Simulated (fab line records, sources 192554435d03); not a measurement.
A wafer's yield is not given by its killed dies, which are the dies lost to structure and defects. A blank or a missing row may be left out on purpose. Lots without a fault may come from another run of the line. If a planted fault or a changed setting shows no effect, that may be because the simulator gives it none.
Split-lot trial -- flow n5 finfet -- 21 wafers read across 7 lots, on a route 1938 steps long

ABOUT THE SPLIT
At N5_BEOL_M15_PEB_26 (peb time 90 s), the setting peb temp c was moved away from the recipe's 130 C on 6 of the 21 wafers read, by -2.6% to +1.8%. All remaining wafers had this setting at the recipe value.

FROM THE SPLIT TO THE READING: what the file shows between them, 2 steps
- N5_BEOL_M15_DEVELOP_27: develop time 45 s
- N5_BEOL_M15_HARDBAKE_32: time 120 s

THE READING
cd nm (nm) at N5_BEOL_M15_CD_MEAS_28, where the cd target is 407.6 nm. A value of 408.1 nm with a standard deviation of 1.8 nm is what fault-free wafers of this fab line usually give.

wafer,"tool, chamber at the split","peb temp c as run, C",against the recipe,"cd nm, nm",against lot-mates on the recipe
L074.1,"litho track-03, 0",126.6,-2.6%,376.7,-29.5
L074.2,"litho track-03, 0",126.6,-2.6%,379.0,-27.2
L074.6,"litho track-03, 0",130,recipe,406.2,-
L078.2,"litho track-01, 0",130,recipe,404.5,-
L078.3,"litho track-01, 0",126.8,-2.5%,381.6,-24.1
L078.4,"litho track-01, 0",130,recipe,407.0,-
L080.1,"litho track-01, 0",130,recipe,407.5,-
L080.3,"litho track-01, 0",130,recipe,408.7,-
L080.4,"litho track-01, 0",130,recipe,411.2,-
L081.2,"litho track-05, 0",130,recipe,411.2,-
L081.4,"litho track-05, 0",131.3,+1.0%,416.6,+5.6
L081.5,"litho track-05, 0",130,recipe,410.8,-
L091.2,"litho track-05, 0",128.3,-1.3%,400.5,-9.8
L091.4,"litho track-05, 0",130,recipe,408.4,-
L091.5,"litho track-05, 0",130,recipe,412.2,-
L093.1,"litho track-05, 0",130,recipe,407.6,-
L093.2,"litho track-05, 0",130,recipe,407.3,-
L093.4,"litho track-05, 0",130,recipe,401.5,-
L089.1,"litho track-03, 0",130,recipe,409.6,-
L089.2,"litho track-03, 0",130,recipe,405.7,-
L089.3,"litho track-03, 0",132.4,+1.8%,416.5,+8.9

FIT RESULTS
A straight line over all 21 wafers: cd nm changes by +9.73 nm for each +1% of peb temp c; r = +0.95; the points scatter about the line by 3.8 nm.
The same after taking each lot's own level away (the mean of its wafers on the recipe; 21 wafers): +9.15 nm for each +1%; r = +0.96; scatter 2.9 nm.
According to that fit, moving peb temp c by its largest amount changes the reading by 24 nm.
The lots' own levels span 405.47 to 411.00 nm, that is 3.1 times the standard deviation above.
The two slopes agree, so the slope changes little with the lot-to-lot level.
Check: with one of the wafers moved furthest among these (-2.6%) left out of the fit, the line predicts -23.2 nm for it against its lot-mates. It came out at -29.5 nm against them.

OTHER SPLITS ON THESE WAFERS
Before the reading, these wafers also passed through other splits. Each is held against what the fit with the lots' levels taken away leaves over:
other split on the same wafers,wafers away from the commonest value,r with cd nm (lot level and that fit taken away)
N5_BEOL_M14_DEVELOP_27 develop time s,9,+0.12
N5_BEOL_M15_EXPOSE_25 dose mj,6,+0.49

THE WHOLE CHAIN: every reading that the file lists as answering this split, in the file's order
step,what it does,reading,change (the file's fit),r (the file's)
N5_BEOL_M15_CD_MEAS_28,target cd 407.6 nm,cd nm,+8.84 nm for each +1% of the setting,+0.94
N5_BEOL_M15_DESCUM_33,"chemistry O2, time 7.9 s","BEOL_M15.cd nm (the simulator's own value, which no gauge read)",+8.76 nm for each +1% of the setting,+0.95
N5_BEOL_M15_ETCH_61,"etches BARC in N2/H2, target depth 89 nm, overetch 26.7 nm, time 67.9 s","BEOL_M15.cd nm (the simulator's own value, which no gauge read)",+8.58 nm for each +1% of the setting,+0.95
N5_BEOL_M15_TRENCH_ETCH_34,"etches SiO2 in C4F8/O2/Ar, target depth 872.93 nm, time 199 s","BEOL_M15.cd nm (the simulator's own value, which no gauge read)",+8.66 nm for each +1% of the setting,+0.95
N5_BEOL_M15_ETCH_38,"etches SiCN in CF4/N2, target depth 106.4 nm, time 120.5 s","BEOL_M15.cd nm (the simulator's own value, which no gauge read)","+6.84 nm for each +1% of the setting, in a fit together with dose mj@BEOL_M15_EXPOSE_25",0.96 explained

THE FILE'S OWN FIT
cd nm changes by +8.84 nm for each +1% of peb temp c, r = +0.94.
